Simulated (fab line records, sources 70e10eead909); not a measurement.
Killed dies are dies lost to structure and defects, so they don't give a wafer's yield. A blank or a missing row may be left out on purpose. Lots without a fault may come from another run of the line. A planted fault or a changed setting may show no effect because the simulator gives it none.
Chamber matching | flow nand_harc | NHARC_A_STAIRCASE_ALD_420 on ald_hk-04: 4 sister chambers
The step deposits SiO2, target thk 20 nm, pulse time 6 s, ald cycles 200. 8 wafers are shown with their chamber, then 10 later ones without.

WAFERS WITH THEIR CHAMBER
wafer  | chamber | heater_power_w (W) | precursor_pulse_height_rel
L075.3 | 3       | 394                | 1.008
L082.5 | 0       | 446                | 1.020
L082.6 | 1       | 374                | 1.018
L083.2 | 1       | 368                | 0.986
L083.3 | 3       | 401                | 0.987
L083.4 | 2       | 487                | 1.003
L083.1 | 0       | 434                | 1.022
L083.5 | 2       | 484                | 1.042

WAFERS WITHOUT THEIR CHAMBER
wafer  | heater_power_w (W) | precursor_pulse_height_rel
L083.6 | 410                | 0.994
L085.2 | 408                | 0.992
L085.3 | 386                | 1.013
L085.4 | 485                | 1.002
L093.1 | 441                | 1.003
L093.4 | 468                | 1.036
L093.6 | 363                | 1.038
L094.2 | 371                | 1.028
L094.3 | 402                | 1.009
L094.4 | 434                | 1.037

WHICH CHAMBER EACH WENT THROUGH
wafer  | from the rows above     | in truth
L083.6 | 3                       | 3
L085.2 | 3                       | 3
L085.3 | can't be placed: 3 or 1 | 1
L085.4 | 2                       | 2
L093.1 | 0                       | 0
L093.4 | can't be placed: 2 or 0 | 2
L093.6 | 1                       | 1
L094.2 | 1                       | 1
L094.3 | 3                       | 3
L094.4 | 0                       | 0
Placed correctly: 8 of 10. Can't be placed from these rows: 2 (the true chamber is among the candidates in 2). Placed wrongly: 0.
How it was worked out, from the rows above alone: a wafer's distance from a chamber is the root of the sum, over the readings, of the square of ((its reading less the chamber's mean) divided by the reading's scatter). The wafer belongs to the nearest chamber; if the next one is less than 2 further off, it can't be placed. A chamber's mean is the mean of its shown wafers. The scatter: the root of (the sum of the squares of (reading less its chamber's mean) over the shown wafers, divided by (wafers less chambers)).
